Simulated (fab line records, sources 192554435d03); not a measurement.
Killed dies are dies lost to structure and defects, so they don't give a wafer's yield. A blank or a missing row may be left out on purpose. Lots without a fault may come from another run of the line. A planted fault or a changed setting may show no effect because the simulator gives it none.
Chamber matching | flow n5_finfet | N5_BEOL_M11_CURE_71 on uv_cure-03: 3 sister chambers
The step cures SiCOH lowk, time 240 s. 6 wafers are shown with their chamber, then 12 later ones without.

WAFERS WITH THEIR CHAMBER
wafer  | chamber | wafer_temp_C_max | lamp_power_pct (%)
L087.4 | 2       | 387.5            | 52.34
L087.5 | 2       | 388.1            | 52.33
L086.2 | 0       | 387.3            | 52.35
L086.3 | 0       | 387.4            | 52.32
L088.3 | 1       | 387.1            | 52.35
L088.6 | 1       | 387.4            | 52.40

WAFERS WITHOUT THEIR CHAMBER
wafer  | wafer_temp_C_max | lamp_power_pct (%)
L090.2 | 387.6            | 52.29
L090.4 | 386.8            | 52.19
L090.6 | 387.3            | 52.34
L096.1 | 387.1            | 52.41
L096.3 | 387.7            | 52.40
L096.5 | 388.0            | 52.38
L096.2 | 387.3            | 52.29
L096.4 | 387.8            | 52.30
L096.6 | 387.5            | 52.24
L095.2 | 387.2            | 52.31
L095.3 | 387.1            | 52.35
L095.5 | 388.2            | 52.34

WHICH CHAMBER EACH WENT THROUGH
wafer  | from the rows above          | in truth
L090.2 | can't be placed: 2 or 0 or 1 | 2
L090.4 | can't be placed: 0 or 2 or 1 | 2
L090.6 | can't be placed: 0 or 1 or 2 | 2
L096.1 | can't be placed: 1 or 0      | 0
L096.3 | can't be placed: 1 or 2 or 0 | 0
L096.5 | can't be placed: 2 or 1 or 0 | 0
L096.2 | can't be placed: 0 or 2 or 1 | 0
L096.4 | can't be placed: 2 or 0      | 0
L096.6 | can't be placed: 0 or 2 or 1 | 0
L095.2 | can't be placed: 0 or 2 or 1 | 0
L095.3 | can't be placed: 0 or 1 or 2 | 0
L095.5 | can't be placed: 2 or 0      | 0
Placed correctly: 0 of 12. Can't be placed from these rows: 12 (the true chamber is among the candidates in 12). Placed wrongly: 0.
How it was worked out, from the rows above alone: a wafer's distance from a chamber is the root of the sum, over the readings, of the square of ((its reading less the chamber's mean) divided by the reading's scatter). The wafer belongs to the nearest chamber; if the next one is less than 2 further off, it can't be placed. A chamber's mean is the mean of its shown wafers. The scatter: the root of (the sum of the squares of (reading less its chamber's mean) over the shown wafers, divided by (wafers less chambers)).
